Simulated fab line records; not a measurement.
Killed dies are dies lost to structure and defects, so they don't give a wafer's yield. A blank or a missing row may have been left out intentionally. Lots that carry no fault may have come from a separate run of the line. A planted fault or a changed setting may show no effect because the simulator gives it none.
The tool behind it: which one? :: flow nand_harc :: 13 lots, 39 wafers sampled, at 5 steps of a route of 1159

WHAT THE GAUGES SHOWED, per wafer
NHARC_P_GATE_CD_MEAS_26: the cd target is 120 nm.
lot: L376
measured: day 5 07:29
on: cd_sem-02
cd_nm (nm): 120.8 120.3 121.2

lot: L377
measured: day 5 19:35
on: cd_sem-02
cd_nm (nm): 120.0 119.9 119.4

lot: L384
measured: day 7 22:00
on: cd_sem-03
cd_nm (nm): 120.0 120.4 119.9

lot: L388
measured: day 8 00:01
on: cd_sem-02
cd_nm (nm): 119.6 120.3 120.2

lot: L386
measured: day 8 01:53
on: cd_sem-01
cd_nm (nm): 119.7 119.8 119.9

lot: L387
measured: day 8 01:26
on: cd_sem-01
cd_nm (nm): 120.9 120.6 120.7

lot: L390
measured: day 8 22:09
on: cd_sem-03
cd_nm (nm): 120.3 119.7 119.5

lot: L391
measured: day 9 04:55
on: cd_sem-02
cd_nm (nm): 119.8 120.4 121.0

lot: L392
measured: day 9 12:24
on: cd_sem-02
cd_nm (nm): 119.9 120.6 120.1

lot: L393
measured: day 9 12:14
on: cd_sem-02
cd_nm (nm): 120.1 119.7 120.3

lot: L394
measured: day 9 23:08
on: cd_sem-02
cd_nm (nm): 120.7 120.4 119.7

lot: L395
measured: day 9 23:49
on: cd_sem-01
cd_nm (nm): 120.2 120.0 119.5

lot: L396
measured: day 10 11:55
on: cd_sem-03
cd_nm (nm): 120.1 119.9 120.3

NHARC_END_SORT_01.
lot: L384
measured: day 23 07:08
on: prober-02
killed_at_array: 30 44 35
killed_at_other: 0 0 0
killed_at_periphery: 4 5 10
killed_dies: 34 49 45
killed_open: 2 3 1
killed_short: 3 2 3

lot: L388
measured: day 23 03:07
on: prober-01
killed_at_array: 12 10 13
killed_at_other: 4 1 4
killed_at_periphery: 4 4 4
killed_dies: 20 15 21
killed_open: 9 2 4
killed_short: 1 2 2

lot: L386
measured: day 22 10:40
on: prober-01
killed_at_array: 20 21 20
killed_at_other: 0 0 0
killed_at_periphery: 3 1 1
killed_dies: 23 22 21
killed_open: 6 3 3
killed_short: 2 3 0

lot: L387
measured: day 23 14:02
on: prober-02
killed_at_array: 24 22 27
killed_at_other: 2 2 5
killed_at_periphery: 1 1 1
killed_dies: 27 25 33
killed_open: 3 0 4
killed_short: 5 2 5

lot: L390
measured: day 24 08:14
on: prober-02
killed_at_array: 19 14 21
killed_at_other: 3 2 0
killed_at_periphery: 6 6 4
killed_dies: 28 22 25
killed_open: 5 4 4
killed_short: 2 6 5

WHAT TOOL EACH LOT RAN ON (gives the tool, then ch and the chambers of the sampled wafers, and finally the start)
lot: L376
NHARC_P_GATE_DESCUM_13: rie_diel-13 ch 0,2,3, day 4 16:32
NHARC_P_GATE_HM_DEP_102: acl_dep-01 ch 0, day 5 06:08
NHARC_P_GATE_ETCH_32: rie_si-02 ch 0,2, day 5 08:19

lot: L377
NHARC_P_GATE_DESCUM_13: rie_diel-03 ch 0,3, day 5 05:05
NHARC_P_GATE_HM_DEP_102: acl_dep-02 ch 0, day 5 17:07 and acl_dep-03 ch 0, day 5 18:17
NHARC_P_GATE_ETCH_32: rie_si-02 ch 0,2,3, day 5 20:19

lot: L384
NHARC_P_GATE_DESCUM_13: rie_diel-03 ch 0,2,3, day 7 06:05
NHARC_P_GATE_HM_DEP_102: acl_dep-02 ch 0, day 7 19:14
NHARC_P_GATE_ETCH_32: rie_si-02 ch 0,1,2, day 7 22:44

lot: L388
NHARC_P_GATE_DESCUM_13: rie_diel-03 ch 1,2, day 7 10:17
NHARC_P_GATE_HM_DEP_102: acl_dep-03 ch 0, day 7 22:53
NHARC_P_GATE_ETCH_32: rie_si-04 ch 0,1, day 8 00:47

lot: L386
NHARC_P_GATE_DESCUM_13: rie_diel-03 ch 2,3, day 7 10:20
NHARC_P_GATE_HM_DEP_102: acl_dep-03 ch 0, day 8 00:51
NHARC_P_GATE_ETCH_32: rie_si-02 ch 0,1,3, day 8 03:20

lot: L387
NHARC_P_GATE_DESCUM_13: rie_diel-03 ch 1,2,3, day 7 10:28
NHARC_P_GATE_HM_DEP_102: acl_dep-01 ch 0, day 8 00:06
NHARC_P_GATE_ETCH_32: rie_si-04 ch 0,1,3, day 8 02:49

lot: L390
NHARC_P_GATE_DESCUM_13: rie_diel-03 ch 0,2,3, day 8 05:29
NHARC_P_GATE_HM_DEP_102: acl_dep-02 ch 0, day 8 20:55
NHARC_P_GATE_ETCH_32: rie_si-02 ch 1,2,3, day 8 23:05

lot: L391
NHARC_P_GATE_DESCUM_13: rie_diel-03 ch 0,3, day 8 13:23
NHARC_P_GATE_HM_DEP_102: acl_dep-02 ch 0, day 9 03:41
NHARC_P_GATE_ETCH_32: rie_si-04 ch 0,1,3, day 9 05:41

lot: L392
NHARC_P_GATE_DESCUM_13: rie_diel-03 ch 0,2, day 8 20:55
NHARC_P_GATE_HM_DEP_102: acl_dep-01 ch 0, day 9 10:51
NHARC_P_GATE_ETCH_32: rie_si-02 ch 0,2,3, day 9 13:14

lot: L393
NHARC_P_GATE_DESCUM_13: rie_diel-13 ch 0,2,3, day 8 21:05
NHARC_P_GATE_HM_DEP_102: acl_dep-02 ch 0, day 9 10:41
NHARC_P_GATE_ETCH_32: rie_si-03 ch 0,1,2, day 9 12:59

lot: L394
NHARC_P_GATE_DESCUM_13: rie_diel-13 ch 0,2,3, day 9 09:26
NHARC_P_GATE_HM_DEP_102: acl_dep-01 ch 0, day 9 21:30
NHARC_P_GATE_ETCH_32: rie_si-03 ch 0,1,3, day 10 00:28

lot: L395
NHARC_P_GATE_DESCUM_13: rie_diel-13 ch 1,2,3, day 9 09:37
NHARC_P_GATE_HM_DEP_102: acl_dep-02 ch 0, day 9 22:08
NHARC_P_GATE_ETCH_32: rie_si-04 ch 1,2, day 10 00:32

lot: L396
NHARC_P_GATE_DESCUM_13: rie_diel-13 ch 0,2,3, day 9 21:29
NHARC_P_GATE_HM_DEP_102: acl_dep-01 ch 0, day 10 10:34
NHARC_P_GATE_ETCH_32: rie_si-03 ch 0,3, day 10 12:38
- NHARC_P_GATE_DESCUM_13: chemistry O2, time 3 s.
- NHARC_P_GATE_HM_DEP_102: deposits aC, target thk 120 nm.
- NHARC_P_GATE_ETCH_32: etches the open film in HBr/Cl2, target depth 150 nm, time 100.1 s.

AS READ BY THE TOOLS THEMSELVES (means over the sampled wafers that have a number; for cases with no such wafer, the mark the record gives instead)
NHARC_P_GATE_DESCUM_13.
lot: L376
tool: rie_diel-13
drypump_motor_current_A (A): 5.6
oes_product_au (a.u.): 0.994
rf_vpp_V (V): 57.7
showerhead_plenum_p_Torr (Torr): 1.91
throttle_valve_pct (%): 11.313

lot: L377
tool: rie_diel-03
drypump_motor_current_A (A): 5.5
oes_product_au (a.u.): 1.005
rf_vpp_V (V): 57.5
showerhead_plenum_p_Torr (Torr): 1.88
throttle_valve_pct (%): 11.302

lot: L384
tool: rie_diel-03
drypump_motor_current_A (A): 5.5
oes_product_au (a.u.): 1.003
rf_vpp_V (V): 57.6
showerhead_plenum_p_Torr (Torr): 1.92
throttle_valve_pct (%): 11.313

lot: L388
tool: rie_diel-03
drypump_motor_current_A (A): 5.9
oes_product_au (a.u.): 0.995
rf_vpp_V (V): 58.7
showerhead_plenum_p_Torr (Torr): 1.96
throttle_valve_pct (%): 11.314

lot: L386
tool: rie_diel-03
drypump_motor_current_A (A): 5.6
oes_product_au (a.u.): 1.010
rf_vpp_V (V): 57.8
showerhead_plenum_p_Torr (Torr): 1.95
throttle_valve_pct (%): 11.309

lot: L387
tool: rie_diel-03
drypump_motor_current_A (A): 5.8
oes_product_au (a.u.): 0.996
rf_vpp_V (V): 59.2
showerhead_plenum_p_Torr (Torr): 1.87
throttle_valve_pct (%): 11.320

lot: L390
tool: rie_diel-03
drypump_motor_current_A (A): 5.5
oes_product_au (a.u.): 1.001
rf_vpp_V (V): 58.5
showerhead_plenum_p_Torr (Torr): 1.91
throttle_valve_pct (%): 11.320

lot: L391
tool: rie_diel-03
drypump_motor_current_A (A): 5.4
oes_product_au (a.u.): 0.999
rf_vpp_V (V): 57.9
showerhead_plenum_p_Torr (Torr): 1.88
throttle_valve_pct (%): 11.316

lot: L392
tool: rie_diel-03
drypump_motor_current_A (A): 5.7
oes_product_au (a.u.): 0.993
rf_vpp_V (V): 57.8
showerhead_plenum_p_Torr (Torr): 2.00
throttle_valve_pct (%): 11.313

lot: L393
tool: rie_diel-13
drypump_motor_current_A (A): 5.6
oes_product_au (a.u.): 0.994
rf_vpp_V (V): 57.8
showerhead_plenum_p_Torr (Torr): 1.90
throttle_valve_pct (%): 11.325

lot: L394
tool: rie_diel-13
drypump_motor_current_A (A): 5.7
oes_product_au (a.u.): 0.994
rf_vpp_V (V): 58.8
showerhead_plenum_p_Torr (Torr): 1.90
throttle_valve_pct (%): 11.311

lot: L395
tool: rie_diel-13
drypump_motor_current_A (A): 5.7
oes_product_au (a.u.): 0.995
rf_vpp_V (V): 57.5
showerhead_plenum_p_Torr (Torr): 1.85
throttle_valve_pct (%): 11.311

lot: L396
tool: rie_diel-13
drypump_motor_current_A (A): 5.7
oes_product_au (a.u.): 0.994
rf_vpp_V (V): 58.0
showerhead_plenum_p_Torr (Torr): 1.90
throttle_valve_pct (%): 11.305

NHARC_P_GATE_HM_DEP_102.
lot: L376
tool: acl_dep-01
throttle_valve_pct (%): 35.013

lot: L377
tool: acl_dep-02/acl_dep-03
throttle_valve_pct (%): 35.000

lot: L384
tool: acl_dep-02
throttle_valve_pct (%): 35.000

lot: L388
tool: acl_dep-03
throttle_valve_pct (%): 35.001

lot: L386
tool: acl_dep-03
throttle_valve_pct (%): 34.998

lot: L387
tool: acl_dep-01
throttle_valve_pct (%): 34.998

lot: L390
tool: acl_dep-02
throttle_valve_pct (%): 35.006

lot: L391
tool: acl_dep-02
throttle_valve_pct (%): 35.001

lot: L392
tool: acl_dep-01
throttle_valve_pct (%): 35.008

lot: L393
tool: acl_dep-02
throttle_valve_pct (%): 34.987

lot: L394
tool: acl_dep-01
throttle_valve_pct (%): 34.994

lot: L395
tool: acl_dep-02
throttle_valve_pct (%): 35.009

lot: L396
tool: acl_dep-01
throttle_valve_pct (%): 35.000

NHARC_P_GATE_ETCH_32.
lot: L376
tool: rie_si-02
drypump_motor_current_A (A): 5.4
oes_product_au (a.u.): 1.001
throttle_valve_pct (%): 26.400

lot: L377
tool: rie_si-02
drypump_motor_current_A (A): 5.5
oes_product_au (a.u.): 1.003
throttle_valve_pct (%): 26.399

lot: L384
tool: rie_si-02
drypump_motor_current_A (A): 5.5
oes_product_au (a.u.): 1.000
throttle_valve_pct (%): 26.398

lot: L388
tool: rie_si-04
drypump_motor_current_A (A): 5.2
oes_product_au (a.u.): 1.001
throttle_valve_pct (%): 26.403

lot: L386
tool: rie_si-02
drypump_motor_current_A (A): 5.6
oes_product_au (a.u.): 0.998
throttle_valve_pct (%): 26.404

lot: L387
tool: rie_si-04
drypump_motor_current_A (A): 5.5
oes_product_au (a.u.): 0.997
throttle_valve_pct (%): 26.404

lot: L390
tool: rie_si-02
drypump_motor_current_A (A): 5.6
oes_product_au (a.u.): 1.003
throttle_valve_pct (%): 26.406

lot: L391
tool: rie_si-04
drypump_motor_current_A (A): 5.5
oes_product_au (a.u.): 0.999
throttle_valve_pct (%): 26.408

lot: L392
tool: rie_si-02
drypump_motor_current_A (A): 5.5
oes_product_au (a.u.): 0.987
throttle_valve_pct (%): 26.408

lot: L393
tool: rie_si-03
drypump_motor_current_A (A): 5.7
oes_product_au (a.u.): 0.996
throttle_valve_pct (%): 26.408

lot: L394
tool: rie_si-03
drypump_motor_current_A (A): 6.0
oes_product_au (a.u.): 1.004
throttle_valve_pct (%): 26.402

lot: L395
tool: rie_si-04
drypump_motor_current_A (A): 5.4
oes_product_au (a.u.): 1.015
throttle_valve_pct (%): 26.412

lot: L396
tool: rie_si-03
drypump_motor_current_A (A): 6.0
oes_product_au (a.u.): 1.010
throttle_valve_pct (%): 26.404

THE ANSWER, worked out from the rows above alone
Rule: the lots themselves supply what counts as usual. Put in order of their means at a reading, lots are off if they are a third of the lots or fewer, leave a main group of 4 or more, and stand apart from it by a gap of 3 or more times the standard deviation of the main group's means; of several such gaps the widest counts. Not used: any main group whose means are identical at the precision the tables above print for the reading. A lot without any number at a reading at which 4 lots or more have one is off too. The other lots that the step has rows for count as sound. The gauges are gone through in route order, then the tools' own readings, and for those a lot's mean is taken as printed above. The first step at which some lot is off is used, and at that step the reading that is off furthest; a lot without a number counts as furthest.
Off at NHARC_END_SORT_01 (killed_dies): L384. The main group has a mean of 24 with a standard deviation of 3.6. Neither off nor sound, because the step has no rows for them: L376, L377, L391, L392, L393, L394, L395, L396.
If a tool, at a process step before that reading, ran all the lots that are off and no sound lot after the first of them, it fits. The gauges at NHARC_END_SORT_01 are tried like those tools. No candidate that was tried fits.

WHAT HAD BEEN PUT IN BY THE SIMULATOR
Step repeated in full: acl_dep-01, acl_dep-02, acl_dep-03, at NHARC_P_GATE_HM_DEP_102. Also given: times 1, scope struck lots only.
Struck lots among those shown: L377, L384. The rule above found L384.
